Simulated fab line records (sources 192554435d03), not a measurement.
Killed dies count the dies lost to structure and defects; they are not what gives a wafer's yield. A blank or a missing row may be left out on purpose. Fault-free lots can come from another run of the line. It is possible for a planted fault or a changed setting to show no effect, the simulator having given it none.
fab line records ; flow n5_finfet ; part 2 of 2: steps 22 to 26 of 26
record: lots: 5; wafers: 15; last_day: 17
route steps=1938 shown BEOL_M11@1554
lots untouched by any fault: they come from a run of this same line in which no faults occurred
start_h: hours from the record's first day to the start of the lot's first wafer shown ; wait_h: time in hours since the lot's previous step ; " the same as in the row above ; L1.1+2: several wafers, shown together as one row ; - no value, or no start given ; * or withheld: withheld ; < > ~ a bound
route shown NAME@n: a module of which the file shows steps, and the number in the route of the first ; usual: mean and standard deviation over wafers with no fault ; same: alike in all rows ; chamber/n: place in a boat ; sites: per-site readings ; _std_site: the standard deviation of these ; _edge_site: inner sites' mean taken away from outer sites' mean ; radius_mm: how far each site lies from the wafer's centre ; mask NAME#n: copy n ; behind: the tool/chamber that last shaped the wafer ; hold: why the lot was held/for how many hours/how that ended ; device: the n, p or np transistor that did not switch ; end of line: tests run on the same wafers once the route is complete ; a step without rows: its recipe alone ; killed: at the first sort, the dies lost to defects and structure; wafer yield is something else ; map: shows each die of a wafer: x if killed, . if not, _ if none is there
set.NAME: the setting the step ran with; set.NAME@STEP: the setting that earlier step ran with ; model.NAME: the simulator's own value behind a step, which no gauge read
lots seen at some steps along the route; tables by step, rows by wafer
services: the hour from which a tool's chamber was out of use, counted from the record's first day as start_h (under 0 if before that day), plus the number of hours and why
== steps ==
step: N5_BEOL_M11_VIA_ETCH_34
recipe: chemistry: C4F6/O2; target: SiCOH_lowk; target_depth_a: 1845; mask_material: SOC; taper_deg: 4; time_s: 69.2; ion_energy_ev: 250; pressure_mtorr: 30; source_w: 345; bias_w: 185; Ar_flow_sccm: 300; C4F6_flow_sccm: 10; O2_flow_sccm: 10
usual: drypump_motor_current_A: 5.5/0.33; oes_ar_750_au: 0.81/0.075; oes_product_au: 0.81/0.081; rf_vpp_V: 663/6; showerhead_plenum_p_Torr: 2.87/0.095; throttle_valve_pct: 20.81/0.24
lot.wafer;tool;chamber;start_h;wait_h;drypump_motor_current_A;oes_ar_750_au;oes_product_au;rf_hours_counter_h;rf_vpp_V;showerhead_plenum_p_Torr;throttle_valve_pct
L077.2;rie_diel-01;0;262.69;0.0;5.9;0.80;0.80;90;654;2.87;20.54
L077.5;rie_diel-01;3;262.69;0.0;5.3;0.91;0.92;-;672;2.80;20.61
L077.6;rie_diel-01;1;262.69;0.0;5.8;0.71;0.70;-;662;2.82;21.38
L086.1;rie_diel-04;1;308.93;0.0;5.2;0.83;0.82;94;658;2.76;21.09
L086.2;rie_diel-04;3;308.93;0.0;5.2;0.87;0.88;37;674;3.01;20.48
L086.3;rie_diel-04;0;308.93;0.0;4.9;0.71;0.70;230;666;2.91;20.88
L092.2;rie_diel-02;1;367.50;0.0;5.7;0.85;0.85;74;667;3.01;20.83
L092.5;rie_diel-02;3;367.50;0.0;5.9;0.93;0.94;-;660;2.90;20.65
L092.6;rie_diel-02;0;367.50;0.0;5.8;0.91;0.92;-;661;2.91;20.76
L093.1;rie_diel-04;2;372.07;0.0;5.5;0.72;0.72;220;661;2.93;20.93
L093.2;rie_diel-04;3;372.07;0.0;5.1;0.84;0.84;57;675;3.00;20.52
L093.4;rie_diel-04;1;372.07;0.0;5.2;0.80;0.80;-;658;2.75;21.12
L094.3;rie_diel-02;3;377.53;0.0;5.9;0.93;0.93;7;660;2.90;20.62
L094.4;rie_diel-02;2;377.53;0.0;6.0;0.70;0.69;225;662;2.71;21.00
L094.5;rie_diel-02;1;377.53;0.0;5.7;0.84;0.85;-;668;3.01;20.82
step: N5_BEOL_M11_STRIP_73
recipe: chemistry: C4F6/O2; resist: SiARC; rf_frequency_hz: 6e+07
lot.wafer;tool;chamber;start_h;wait_h
L077.2+5+6;rie_diel-01;0,3,1;262.75;0.0
L086.1+2+3;rie_diel-04;1,3,0;308.98;0.0
L092.2+5+6;rie_diel-02;1,3,0;367.55;0.0
L093.1+2+4;rie_diel-04;2,3,1;372.12;0.0
L094.3+4+5;rie_diel-02;3,2,1;377.58;0.0
step: N5_BEOL_M11_STRIP_36
recipe: chemistry: N2/H2; power_w: 450; temp_c: 40; pressure_mtorr: 20; rf_frequency_hz: 6e+07; overash_fraction: 0.3; bias_power_w: 7; h2_frac: 0.5; n2_flow_sccm: 200; h2_flow_sccm: 200
usual: drypump_motor_current_A: 5.5/0.33; oes_product_au: 0.81/0.083; power_w: 449.9/1.4; rf_vpp_V: 59.1/1.9; showerhead_plenum_p_Torr: 2.56/0.093; throttle_valve_pct: 23.54/0.3
lot.wafer;tool;chamber;start_h;wait_h;drypump_motor_current_A;oes_product_au;power_w;rf_hours_counter_h;rf_vpp_V;showerhead_plenum_p_Torr;throttle_valve_pct
L077.2;rie_diel-01;0;262.76;0.0;5.8;0.79;452.1;90;60.0;2.56;23.23
L077.5;rie_diel-01;3;262.76;0.0;5.3;0.93;449.3;-;53.5;2.48;23.28
L077.6;rie_diel-01;1;262.76;0.0;5.8;0.72;447.5;-;59.0;2.50;24.24
L086.1;rie_diel-04;1;308.99;0.0;5.2;0.83;449.7;94;59.1;2.45;23.84
L086.2;rie_diel-04;3;308.99;0.0;5.2;0.88;453.7;37;56.8;2.70;23.31
L086.3;rie_diel-04;0;308.99;0.0;4.9;0.70;447.9;230;58.6;2.62;23.58
L092.2;rie_diel-02;1;367.56;0.0;5.7;0.86;450.4;74;59.6;2.67;23.39
L092.5;rie_diel-02;3;367.56;0.0;5.9;0.97;449.2;-;57.1;2.59;23.42
L092.6;rie_diel-02;0;367.56;0.0;5.8;0.92;451.2;-;59.9;2.59;23.58
L093.1;rie_diel-04;2;372.13;0.0;5.5;0.71;449.6;220;58.9;2.62;23.59
L093.2;rie_diel-04;3;372.13;0.0;5.2;0.84;447.2;57;60.3;2.69;23.32
L093.4;rie_diel-04;1;372.13;0.0;5.2;0.80;448.0;-;56.8;2.44;23.84
L094.3;rie_diel-02;3;377.59;0.0;5.9;0.93;451.0;7;61.2;2.59;23.45
L094.4;rie_diel-02;2;377.59;0.0;6.0;0.69;448.1;225;59.8;2.41;24.00
L094.5;rie_diel-02;1;377.59;0.0;5.7;0.87;448.3;-;58.1;2.67;23.39
step: N5_BEOL_M11_TRENCH_ETCH_37
recipe: chemistry: C4F6/O2; target_depth_a: 1488.3; target: SiCOH_lowk; time_s: 48; ion_energy_ev: 250; pressure_mtorr: 30; source_w: 345; bias_w: 185; Ar_flow_sccm: 300; C4F6_flow_sccm: 10; O2_flow_sccm: 10
usual: drypump_motor_current_A: 5.5/0.32; oes_ar_750_au: 0.81/0.074; oes_product_au: 0.81/0.082; rf_vpp_V: 664/6.2; showerhead_plenum_p_Torr: 2.87/0.095; throttle_valve_pct: 20.84/0.24
lot.wafer;tool;chamber;start_h;wait_h;drypump_motor_current_A;oes_ar_750_au;oes_product_au;rf_hours_counter_h;rf_vpp_V;showerhead_plenum_p_Torr;throttle_valve_pct
L077.2;rie_diel-01;0;-;-;5.9;0.81;0.81;90;653;2.87;20.57
L077.5;rie_diel-01;3;-;-;5.3;0.90;0.92;-;672;2.80;20.65
L077.6;rie_diel-01;1;-;-;5.7;0.71;0.70;-;662;2.82;21.41
L086.1;rie_diel-04;1;-;-;5.2;0.82;0.82;94;659;2.76;21.11
L086.2;rie_diel-04;3;-;-;5.2;0.87;0.87;37;673;3.01;20.52
L086.3;rie_diel-04;0;-;-;5.0;0.71;0.69;230;667;2.91;20.91
L092.2;rie_diel-02;1;-;-;5.7;0.85;0.86;74;669;3.01;20.85
L092.5;rie_diel-02;3;-;-;5.9;0.93;0.95;-;659;2.90;20.66
L092.6;rie_diel-02;0;-;-;5.8;0.91;0.94;-;661;2.91;20.79
L093.1;rie_diel-04;2;-;-;5.5;0.72;0.72;220;662;2.93;20.97
L093.2;rie_diel-04;3;-;-;5.2;0.85;0.85;57;674;3.00;20.55
L093.4;rie_diel-04;1;-;-;5.2;0.80;0.81;-;658;2.75;21.15
L094.3;rie_diel-02;3;-;-;5.9;0.93;0.94;8;658;2.90;20.66
L094.4;rie_diel-02;2;-;-;6.0;0.70;0.69;225;662;2.71;21.00
L094.5;rie_diel-02;1;-;-;5.7;0.84;0.86;-;667;3.01;20.85
step: N5_BEOL_M11_ETCH_41
recipe: chemistry: CH3F/O2; target: SiCN; target_depth_a: 426; taper_deg: 2; time_s: 86; ion_energy_ev: 120; mask_material: TiN; pressure_mtorr: 30; source_w: 395; bias_w: 75; Ar_flow_sccm: 150; CH3F_flow_sccm: 30; O2_flow_sccm: 20
usual: drypump_motor_current_A: 5.5/0.32; oes_product_au: 0.81/0.082; rf_vpp_V: 297.7/1.7; showerhead_plenum_p_Torr: 2.02/0.071; throttle_valve_pct: 16.22/0.24
lot.wafer;tool;chamber;start_h;wait_h;drypump_motor_current_A;oes_product_au;rf_hours_counter_h;rf_vpp_V;showerhead_plenum_p_Torr;throttle_valve_pct
L077.2;rie_diel-01;0;-;-;5.9;0.81;90;298.8;2.02;15.98
L077.5;rie_diel-01;3;-;-;5.3;0.91;-;297.2;1.96;15.97
L077.6;rie_diel-01;1;-;-;5.8;0.70;-;298.1;1.98;16.79
L086.1;rie_diel-04;1;-;-;5.2;0.82;94;295.2;1.94;16.46
L086.2;rie_diel-04;3;-;-;5.1;0.87;37;301.5;2.12;15.89
L086.3;rie_diel-04;0;-;-;4.9;0.70;230;300.4;2.05;16.39
L092.2;rie_diel-02;1;-;-;5.7;0.86;74;300.8;2.12;16.19
L092.5;rie_diel-02;3;-;-;5.9;0.95;-;299.3;2.04;16.01
L092.6;rie_diel-02;0;-;-;5.8;0.93;-;299.0;2.05;16.10
L093.1;rie_diel-04;2;-;-;5.5;0.71;220;297.9;2.06;16.41
L093.2;rie_diel-04;3;-;-;5.2;0.85;57;299.7;2.12;15.94
L093.4;rie_diel-04;1;-;-;5.2;0.80;-;295.6;1.93;16.49
L094.3;rie_diel-02;3;-;-;5.9;0.93;8;299.1;2.04;16.03
L094.4;rie_diel-02;2;-;-;6.0;0.69;225;295.1;1.90;16.40
L094.5;rie_diel-02;1;-;-;5.7;0.85;-;299.5;2.12;16.18
== services ==
tool;chamber;start_h;hours;kind
rie_diel-01;2;258.46;12.2;repair
rie_metal-01;-;286.48;15.6;pm
arfi_scanner-02;-;289.60;3.1;pm
rie_diel-02;0;296.99;-;clean
rie_diel-02;0;296.99;-;consumable_replace:focus_ring
rie_diel-02;0;296.99;19.5;scheduled_down
rie_diel-02;0;296.99;19.5;vent_cycle
arfi_scanner-02;-;304.98;0.8;pm
arfi_scanner-02;-;312.36;1.5;repair
rie_diel-02;3;316.53;-;clean
rie_diel-02;3;316.53;-;consumable_replace:focus_ring
rie_diel-02;3;316.53;36.0;scheduled_down
rie_diel-02;3;316.53;36.0;vent_cycle
rie_diel-01;1;323.28;2.4;repair
rie_diel-01;1;325.83;-;clean
rie_diel-01;1;325.83;-;consumable_replace:focus_ring
rie_diel-01;1;325.83;22.3;scheduled_down
rie_diel-01;1;325.83;22.3;vent_cycle
arfi_scanner-02;-;330.68;1.0;pm
arfi_scanner-02;-;341.07;1.3;pm
rie_metal-02;-;367.95;0.5;repair
rie_diel-04;0;369.95;-;clean
rie_diel-04;0;369.95;-;consumable_replace:focus_ring
rie_metal-02;0;376.67;4.1;repair
